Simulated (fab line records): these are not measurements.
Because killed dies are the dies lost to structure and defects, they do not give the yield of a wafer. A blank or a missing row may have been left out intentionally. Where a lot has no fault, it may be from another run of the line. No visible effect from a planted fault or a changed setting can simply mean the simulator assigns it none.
fab line records | flow n5_finfet
[record] lots = 12 wafers = 35 last_day = 18
route steps=1938 shown BEOL_M9@1402 PASSIVATION@1936
lots untouched by any fault: they come from a run of this same line in which no faults occurred
start_h: the number of hours between the record's first day and the start of the first shown wafer of the lot | wait_h: hours since the lot's step before | " identical to the entry in the row above | L1.1+2: a single row standing in for several wafers | - no value, or no start given | * or withheld: withheld | < > ~ a bound
route shown NAME@n: NAME is a module with steps in the file, n the number in the route of the first one | usual: the fault-free wafers' mean and standard deviation | same: alike in all rows | chamber/n: place in a boat | sites: each site's reading | _std_site: their standard deviation | _edge_site: mean of outer sites minus mean of inner sites | radius_mm: how far each site lies from the wafer's centre | mask NAME#n: copy n | behind: the last tool/chamber to shape the wafer | hold: cause of the lot's hold/its duration in hours/its outcome | device: which transistor (n, p or np) failed to switch | end of line: the same wafers' tests at the end of the route | a step given without rows: its recipe and nothing more | killed: the dies lost at the first sort to structure and to defects; this is not the yield of the wafer | map: a wafer's dies, marking killed ones x, the rest . and places with no die _
set.NAME: the setting that was run; set.NAME@STEP: the one run at that earlier step | model.NAME: the simulator's own value behind a step, which no gauge read
one table for each step of the route and one row for each wafer, over a sample of lots
services: the hour from which a tool's chamber was out of use, counted from the record's first day as start_h (under 0 if before that day), plus the number of hours and why
[[steps]]
[step N5_BEOL_M9_CURE_71]
[recipe] temp_c = 385 time_s = 240 ambient = He/Ar material = SiCOH_lowk
[usual] lamp_power_pct = 52.31/0.054 wafer_temp_C_max = 386.6/0.48
// columns lot.wafer tool chamber start_h wait_h lamp_power_pct wafer_temp_C_max
L703.2 uv_cure-02 2 206.49 0.4 52.35 386.9
L703.3 " 2 " " 52.36 386.6
L703.5 " 2 " " 52.33 386.1
L704.2 uv_cure-03 1 222.49 0.6 52.31 386.6
L704.4 " 1 " " 52.24 387.0
L704.6 " 1 " " 52.31 386.9
L706.1 uv_cure-03 2 222.89 0.3 52.42 387.1
L706.2 " 2 " " 52.32 386.9
L706.3 " 2 " " 52.32 386.8
L708.1 uv_cure-03 0 244.82 0.3 52.37 387.0
L708.3 " 0 " " 52.27 386.6
L708.5 " 0 " " 52.27 386.8
L709.4 uv_cure-01 2 245.82 0.3 52.32 386.4
L709.5 " 2 " " 52.30 386.3
L709.6 " 2 " " 52.35 386.7
L714.3 uv_cure-02 2 284.58 0.2 52.33 386.4
L714.5 " 2 " " 52.23 385.9
L714.6 " 2 " " 52.28 386.6
L719.1 uv_cure-03 2 308.94 0.2 52.27 386.4
L719.4 " 2 " " 52.31 387.2
L719.5 " 2 " " 52.37 386.4
L720.1 uv_cure-03 1 317.58 0.0 52.30 386.2
L720.4 " 1 " " 52.27 387.0
L720.5 " 1 " " 52.24 387.5
L722.5 uv_cure-01 2 328.82 0.3 52.36 386.3
L722.6 " 2 " " 52.24 386.2
L724.3 uv_cure-02 1 343.52 0.2 52.29 386.2
L724.5 " 1 " " 52.26 386.2
L724.6 " 1 " " 52.45 385.9
L726.2 uv_cure-02 1 344.89 0.1 52.36 386.0
L726.4 " 1 " " 52.42 386.7
L726.5 " 1 " " 52.28 386.1
L725.3 uv_cure-02 2 349.92 0.2 52.28 386.3
L725.4 " 2 " " 52.22 386.5
L725.5 " 2 " " 52.32 386.3
[step N5_BEOL_M9_COAT_59]
[recipe] resist = SOC temp_c = 250 time_s = 60 spin_rpm = 1500 resist_thk_nm = 100
[usual] heater_power_total_W = 500.6/1.7 plate_temp_C = 249.99/0.18
// columns lot.wafer tool chamber start_h wait_h heater_power_total_W plate_temp_C
L703.2 litho_track-01 0 207.81 0.1 498.2 249.89
L703.3 " 0 " " 500.2 249.95
L703.5 " 0 " " 500.1 249.94
L704.2 litho_track-03 0 224.72 0.1 500.6 250.02
L704.4 " 0 " " 499.3 250.12
L704.6 " 0 " " 501.1 250.13
L706.1 litho_track-05 0 225.62 0.1 499.7 250.12
L706.2 " 0 " " 498.3 250.11
L706.3 " 0 " " 500.3 249.90
L708.1 litho_track-03 0 247.52 0.1 498.8 249.77
L708.3 " 0 " " 500.8 249.72
L708.5 " 0 " " 498.8 249.54
L709.4 litho_track-03 0 247.98 0.1 418.5 217.07
L709.5 " 0 " " 419.7 217.26
L709.6 " 0 " " 424.4 217.10
L714.3 litho_track-03 0 286.94 0.1 419.4 217.49
L714.5 " 0 " " 423.2 217.33
L714.6 " 0 " " 422.1 217.46
L719.1 litho_track-05 0 310.84 0.1 502.0 249.95
L719.4 " 0 " " 500.7 249.84
L719.5 " 0 " " 498.6 249.72
L720.1 litho_track-01 0 320.09 0.1 503.0 249.91
L720.4 " 0 " " 501.0 250.10
L720.5 " 0 " " 501.6 249.72
L722.5 litho_track-05 0 329.82 0.0 501.2 250.12
L722.6 " 0 " " 502.6 250.34
L724.3 litho_track-05 0 344.44 0.1 500.9 249.88
L724.5 " 0 " " 502.8 250.06
L724.6 " 0 " " 502.3 250.18
L726.2 litho_track-03 0 347.09 0.1 501.0 249.89
L726.4 " 0 " " 499.5 249.97
L726.5 " 0 " " 503.3 249.72
L725.3 litho_track-03 0 352.03 0.1 501.3 250.16
L725.4 " 0 " " 500.9 250.33
L725.5 " 0 " " 502.4 250.44
[step N5_BEOL_M9_INSPECT_13]
[recipe] mode = adi inspect_instrument = brightfield
[usual] raw_defect_count = 411/110
// columns lot.wafer tool chamber start_h wait_h raw_defect_count
L703.2 defect_inspect-01 - 208.11 0.0 671
L703.3 " - " " 570
L703.5 " - " " 510
L704.2 defect_inspect-01 - 225.15 0.0 505
L704.4 " - " " 433
L704.6 " - " " 464
L706.1 defect_inspect-01 - 227.87 0.0 556
L706.2 " - " " 551
L706.3 " - " " 628
L708.1 defect_inspect-01 - 247.94 0.0 513
L708.3 " - " " 686
L708.5 " - " " 592
L709.4 defect_inspect-02 - 248.28 0.0 350
L709.5 " - " " 443
L709.6 " - " " 418
L714.3 defect_inspect-01 - 287.36 0.0 398
L714.5 " - " " 338
L714.6 " - " " 385
L719.1 defect_inspect-01 - 311.14 0.0 601
L719.4 " - " " 478
L719.5 " - " " 582
L720.1 defect_inspect-02 - 320.51 0.0 248
L720.4 " - " " 268
L720.5 " - " " 325
L722.5 defect_inspect-02 - 330.24 0.0 272
L722.6 " - " " 350
L724.3 defect_inspect-01 - 344.87 0.0 347
L724.5 " - " " 463
L724.6 " - " " 291
L726.2 defect_inspect-02 - 347.39 0.0 358
L726.4 " - " " 435
L726.5 " - " " 462
L725.3 defect_inspect-01 - 352.45 0.0 383
L725.4 " - " " 331
L725.5 " - " " 531
[step N5_BEOL_M9_DESCUM_16]
[recipe] chemistry = O2 time_s = 7.9 source_power_w = 50 bias_power_w = 20 pressure_mtorr = 20 rf_frequency_hz = 2.712e+07 temp_c = 40 resist = CAR-ArF o2_flow_sccm = 225
[usual] drypump_motor_current_A = 5.6/0.39 oes_product_au = 0.79/0.082 rf_vpp_V = 243.1/1.3 showerhead_plenum_p_Torr = 2.08/0.075 throttle_valve_pct = 20.4/0.31
// columns lot.wafer tool chamber start_h wait_h drypump_motor_current_A oes_product_au rf_hours_counter_h rf_vpp_V showerhead_plenum_p_Torr throttle_valve_pct
L703.2 rie_diel-05 0 208.30 0.2 6.1 0.92 35 242.6 2.05 20.0
L703.3 " 3 " " 5.4 0.82 86 243.5 2.13 20.7
L703.5 " 3 " " 5.4 0.82 - 244.1 2.13 20.7
L704.2 rie_diel-05 3 225.18 0.0 5.4 0.81 90 242.9 2.13 20.7
L704.4 " 2 " " 5.8 0.73 151 242.8 2.11 20.7
L704.6 " 3 " " 5.4 0.81 - 244.4 2.13 20.7
L706.1 rie_diel-03 0 228.25 0.4 5.8 0.70 189 243.2 2.19 21.1
L706.2 " 2 " " 6.0 0.70 231 241.7 1.98 20.4
L706.3 " 3 " " 5.9 0.88 39 245.2 2.13 20.3
L708.1 rie_diel-05 0 247.97 0.0 6.1 0.90 45 242.0 2.05 20.0
L708.3 " 1 " " 5.5 0.73 184 242.3 2.01 20.3
L708.5 " 1 " " 5.5 0.73 - 241.7 2.01 20.3
L709.4 rie_diel-04 0 248.43 0.2 6.3 0.83 66 242.4 2.02 20.5
L709.5 " 2 " " 5.0 0.73 - 241.5 1.98 20.4
L709.6 " 1 " " 5.0 0.97 - 243.0 2.04 20.0
L714.3 rie_diel-04 0 288.14 0.8 6.2 0.81 78 242.4 2.01 20.5
L714.5 " 1 " " 5.0 0.92 - 243.0 2.03 20.1
L714.6 " 2 " " 5.0 0.71 - 241.4 1.98 20.4
L719.1 rie_diel-05 1 311.17 0.0 5.5 0.72 202 243.6 2.00 20.3
L719.4 " 3 " " 5.4 0.79 111 244.4 2.12 20.7
L719.5 " 1 " " 5.5 0.72 - 241.8 2.00 20.3
L720.1 rie_diel-03 2 320.55 0.0 5.9 0.98 4 244.4 2.24 20.1
L720.4 " 1 " " 4.9 0.87 50 242.9 2.13 20.4
L720.5 " 2 " " 5.9 0.97 - 246.6 2.24 20.1
L722.5 rie_diel-05 1 330.51 0.3 5.5 0.71 - 239.8 2.00 20.3
L722.6 " 0 " " 6.0 0.86 - 242.4 2.04 20.1
L724.3 rie_diel-03 2 344.90 0.0 6.0 0.94 12 245.2 2.24 20.1
L724.5 " 0 " " 5.8 0.68 - 244.3 2.18 21.1
L724.6 " 3 " " 5.9 0.83 - 241.9 2.11 20.4
L726.2 rie_diel-04 0 347.57 0.2 6.3 0.80 98 241.7 2.01 20.6
L726.4 " 2 " " 5.0 0.71 221 240.6 1.98 20.4
L726.5 " 0 " " 6.3 0.80 - 241.7 2.01 20.6
L725.3 rie_diel-03 2 352.49 0.0 6.0 0.93 15 245.2 2.24 20.1
L725.4 " 3 " " 5.9 0.82 80 242.8 2.11 20.4
L725.5 " 1 " " 4.9 0.84 - 244.1 2.13 20.4
[step N5_PASSIVATION_PROBE_49]
[usual] defect_limited_yield = 91.2/1.3 killed_at_M0_to_M3 = 34/10 killed_at_M4_up = 13/4.6 killed_at_contacts = 13/5.5 killed_at_front_end = 41/12 killed_at_other = 2.8/2.4 killed_dies = 104/16 killed_open = 67/12 killed_short = 33/7.2 sort_bin_5_function = 5.1/0.86 sort_bin_6_memory = 3.3/0.62 sort_n_pass = 1076/16 sort_yield_pct = 91.2/1.3
[same] gross_dies = 1180 killed_at_back_side = 0 sort_bin_4_leakage[%] = 0 sort_bin_8_speed[%] = 0
// columns lot.wafer tool chamber start_h wait_h defect_limited_yield[%] killed_at_M0_to_M3 killed_at_M4_up killed_at_contacts killed_at_front_end killed_at_other killed_dies killed_open killed_short sort_bin_5_function[%] sort_bin_6_memory[%] sort_n_pass sort_yield_pct[%]
L704.2 prober-02 - 293.97 0.1 91.6 30 19 12 31 7 99 62 34 5.0 2.6 1081 91.6
L704.4 prober-02 - 294.07 0.2 91.9 27 10 11 46 1 95 57 33 4.7 3.2 1085 91.9
L704.6 prober-02 - 294.17 0.3 90.1 32 14 22 49 0 117 67 44 5.1 4.1 1063 90.1
L706.1 prober-01 - 298.87 0.0 88.5 30 19 27 58 2 136 100 33 6.9 4.2 1044 88.5
L706.2 prober-01 - 298.92 0.1 92.0 21 19 9 38 7 94 57 36 5.0 2.7 1086 92.0
L706.3 prober-01 - 298.97 0.1 92.5 20 16 8 39 6 89 59 28 4.7 2.6 1091 92.5
L709.4 prober-01 - 317.37 0.2 91.4 35 10 7 50 0 102 68 30 4.7 3.7 1078 91.4
L709.5 prober-01 - 317.42 0.2 91.3 34 17 17 34 1 103 68 28 4.8 3.6 1077 91.3
L709.6 prober-01 - 317.47 0.3 89.8 35 15 11 56 3 120 89 25 5.7 4.4 1060 89.8
L714.5 prober-01 - 360.67 1.1 89.2 48 17 15 47 0 127 83 33 6.5 3.1 1053 89.2
L719.1 prober-02 - 376.28 0.0 91.1 27 21 18 39 0 105 67 26 4.4 3.6 1075 91.1
L719.4 prober-02 - 376.43 0.2 88.8 71 14 10 37 0 132 84 43 6.8 4.0 1048 88.8
L719.5 prober-02 - 376.48 0.2 91.2 35 21 12 33 3 104 63 30 5.3 2.9 1076 91.2
L720.1 prober-02 - 385.30 0.0 90.7 32 13 14 44 7 110 61 44 5.4 3.3 1070 90.7
L720.4 prober-02 - 385.45 0.2 91.9 44 9 10 32 1 96 67 22 4.4 3.3 1084 91.9
L720.5 prober-02 - 385.50 0.2 93.4 28 8 8 30 4 78 44 32 3.7 2.6 1102 93.4
// killed by level:class
L704.2 MOL_CONTACT_COAG:geometric_particle:open=8 BEOL_M2:geometric_particle:open=8 FIN_SAQP:geometric_particle:open=7 BEOL_M4:geometric_particle:open=7 BEOL_M1:geometric_particle:open=6 STI_FIN_REVEAL:geometric_particle:open=5 BEOL_M0_SAQP:geometric_particle:short=5 MOL_CONTACT_COAG:geometric_particle:short=4
L704.4 FIN_SAQP:geometric_particle:open=17 FIN_SAQP:geometric_particle:short=12 MOL_CONTACT_COAG:geometric_particle:open=10 BEOL_M0_SAQP:geometric_particle:open=7 BEOL_M0_SAQP:geometric_particle:short=6 BEOL_M1:geometric_particle:open=5 BEOL_M2:geometric_particle:open=5 DUMMY_GATE:geometric_particle:open=4
L704.6 MOL_CONTACT_COAG:geometric_particle:open=19 FIN_SAQP:geometric_particle:short=8 BEOL_M3:geometric_particle:open=8 GATE_CUT:geometric_particle:short=7 BEOL_M0_SAQP:geometric_particle:open=7 FIN_SAQP:geometric_particle:open=6 BEOL_M0_SAQP:geometric_particle:short=6 BEOL_M4:geometric_particle:open=6
L706.1 MOL_CONTACT_COAG:geometric_particle:open=21 STI_FIN_REVEAL:geometric_particle:open=19 BEOL_M4:geometric_particle:open=12 FIN_SAQP:geometric_particle:open=10 BEOL_M3:geometric_particle:open=10 FIN_SAQP:geometric_particle:short=8 MOL_CONTACT_COAG:geometric_particle:short=6 STI_FIN_REVEAL:geometric_particle:short=5
L706.2 FIN_SAQP:geometric_particle:open=10 BEOL_M3:geometric_particle:open=7 STI_FIN_REVEAL:geometric_particle:open=7 FIN_SAQP:geometric_particle:short=6 MOL_CONTACT_COAG:geometric_particle:open=6 BEOL_M4:geometric_particle:open=6 BEOL_M4:geometric_particle:short=6 BEOL_M0_SAQP:geometric_particle:open=3
L706.3 FIN_SAQP:geometric_particle:open=12 FIN_SAQP:geometric_particle:short=11 MOL_CONTACT_COAG:geometric_particle:open=7 BEOL_M4:geometric_particle:open=7 STI_FIN_REVEAL:geometric_particle:open=5 BEOL_M3:geometric_particle:open=5 BEOL_M0:geometric_particle:open=4 BEOL_M0_SAQP:geometric_particle:short=3
L709.4 STI_FIN_REVEAL:geometric_particle:open=17 BEOL_M3:geometric_particle:open=7 BEOL_M1:geometric_particle:open=7 FIN_SAQP:geometric_particle:short=6 BEOL_M0_SAQP:geometric_particle:open=6 BEOL_M2:geometric_particle:open=6 GATE_CUT:geometric_particle:short=5 FIN_SAQP:geometric_particle:open=4
L709.5 MOL_CONTACT_COAG:geometric_particle:open=14 BEOL_M0_SAQP:geometric_particle:short=9 DUMMY_GATE:geometric_particle:open=7 BEOL_M3:geometric_particle:open=7 GATE_CUT:geometric_particle:short=6 BEOL_M4:geometric_particle:open=6 BEOL_M2:geometric_particle:open=5 STI_FIN_REVEAL:geometric_particle:open=4
L709.6 DUMMY_GATE:geometric_particle:open=21 MOL_CONTACT_COAG:geometric_particle:open=10 STI_FIN_REVEAL:geometric_particle:open=9 BEOL_M0_SAQP:geometric_particle:short=7 FIN_SAQP:geometric_particle:open=6 BEOL_M0_SAQP:geometric_particle:open=6 BEOL_M3:geometric_particle:open=6 BEOL_M5:geometric_particle:open=6
L714.5 BEOL_M2:geometric_particle:open=12 FIN_SAQP:geometric_particle:open=10 STI_FIN_REVEAL:geometric_particle:open=10 MOL_CONTACT_COAG:geometric_particle:open=10 HKMG_FIN:area_etch=10 BEOL_M3:geometric_particle:open=9 BEOL_M4:geometric_particle:open=6 BEOL_M1:geometric_particle:open=6
L719.1 MOL_CONTACT_COAG:geometric_particle:open=16 BEOL_M0_SAQP:geometric_particle:open=8 HKMG_FIN:area_etch=8 FIN_SAQP:geometric_particle:open=7 BEOL_M0_SAQP:geometric_particle:short=7 BEOL_M5:geometric_particle:open=6 BEOL_M0:geometric_particle:open=6 STI_FIN_REVEAL:geometric_particle:open=5
L719.4 BEOL_M0_SAQP:geometric_particle:open=26 BEOL_M0_SAQP:geometric_particle:short=22 STI_FIN_REVEAL:geometric_particle:open=14 FIN_SAQP:geometric_particle:open=9 MOL_CONTACT_COAG:geometric_particle:open=9 BEOL_M2:geometric_particle:open=9 FIN_SAQP:geometric_particle:short=5 GATE_CUT:geometric_particle:short=3
L719.5 MOL_CONTACT_COAG:geometric_particle:open=10 BEOL_M0_SAQP:geometric_particle:short=10 BEOL_M0_SAQP:geometric_particle:open=10 STI_FIN_REVEAL:geometric_particle:open=8 HKMG_FIN:area_etch=7 FIN_SAQP:geometric_particle:open=6 BEOL_M1:geometric_particle:open=5 BEOL_M5:geometric_particle:open=5
L720.1 FIN_SAQP:geometric_particle:short=14 MOL_CONTACT_COAG:geometric_particle:open=13 FIN_SAQP:geometric_particle:open=6 BEOL_M2:geometric_particle:open=6 BEOL_M4:geometric_particle:open=6 GATE_CUT:geometric_particle:open=5 BEOL_M0_SAQP:geometric_particle:open=5 GATE_CUT:geometric_particle:short=4
L720.4 BEOL_M2:geometric_particle:open=11 BEOL_M1:geometric_particle:open=9 MOL_CONTACT_COAG:geometric_particle:open=7 BEOL_M4:geometric_particle:open=7 FIN_SAQP:geometric_particle:open=6 DUMMY_GATE:geometric_particle:open=6 BEOL_M3:geometric_particle:open=6 BEOL_M3:geometric_particle:short=6
L720.5 BEOL_M0_SAQP:geometric_particle:short=9 FIN_SAQP:geometric_particle:short=6 FIN_SAQP:geometric_particle:open=5 BEOL_M0_SAQP:geometric_particle:open=5 MOL_CONTACT_COAG:geometric_particle:open=5 GATE_CUT:geometric_particle:short=4 BEOL_M2:geometric_particle:open=4 STI_FIN_REVEAL:geometric_particle:open=3
[[services]]
// columns tool chamber start_h hours kind
uv_cure-01 - 191.04 1.0 pm
rie_diel-04 - 199.56 1.0 repair
uv_cure-02 - 208.82 53.7 repair
rie_diel-04 1 231.91 - clean
rie_diel-04 1 231.91 - consumable_replace:focus_ring
rie_diel-04 1 231.91 14.9 scheduled_down
rie_diel-04 1 231.91 14.9 vent_cycle
rie_diel-05 - 243.98 0.4 repair
rie_diel-05 1 248.26 8.4 repair
uv_cure-02 - 262.56 5.0 pm
rie_diel-05 - 265.91 4.3 pm
rie_diel-05 - 283.06 1.3 repair
rie_diel-03 2 284.87 - clean
rie_diel-03 2 284.87 - consumable_replace:focus_ring
rie_diel-03 2 284.87 - consumable_replace:showerhead
rie_diel-03 2 284.87 22.5 scheduled_down
rie_diel-03 2 284.87 22.5 vent_cycle
uv_cure-03 - 289.73 2.1 pm
uv_cure-01 - 304.10 7.5 pm
rie_diel-04 2 310.40 11.5 repair
uv_cure-02 - 322.80 7.5 pm
uv_cure-02 - 333.77 3.1 repair
uv_cure-03 - 349.66 7.5 pm
[[key]]
[first_sign] step = N5_BEOL_M9_COAT_59 reading = plate_temp_C direction = down sigmas = 99+ usual = * struck = *
[effect] step = N5_BEOL_M9_COAT_59 reading = heater_power_total_W direction = down sigmas = 46 usual = * struck = *
met_at N5_BEOL_M9_COAT_59
struck_lots L709,L714
[baseline_loss] step = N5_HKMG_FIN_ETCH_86 wafers = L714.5
not_acting_at N5_BEOL_M9_CURE_71,N5_BEOL_M9_INSPECT_13,N5_BEOL_M9_DESCUM_16
onset_between 247.52 247.98
[fault] kind = process_parameter_drift tool = litho_track-03 chamber = - onset_h = 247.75 steps = N5_BEOL_M9_COAT_59 channel = temp_c offset = * shape = step end_h = 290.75 acts_in = * stated = *
// baseline_loss: these wafers lose ten dies or more at that step, a loss of the line's own and not of a fault; the sort's usual values leave them out
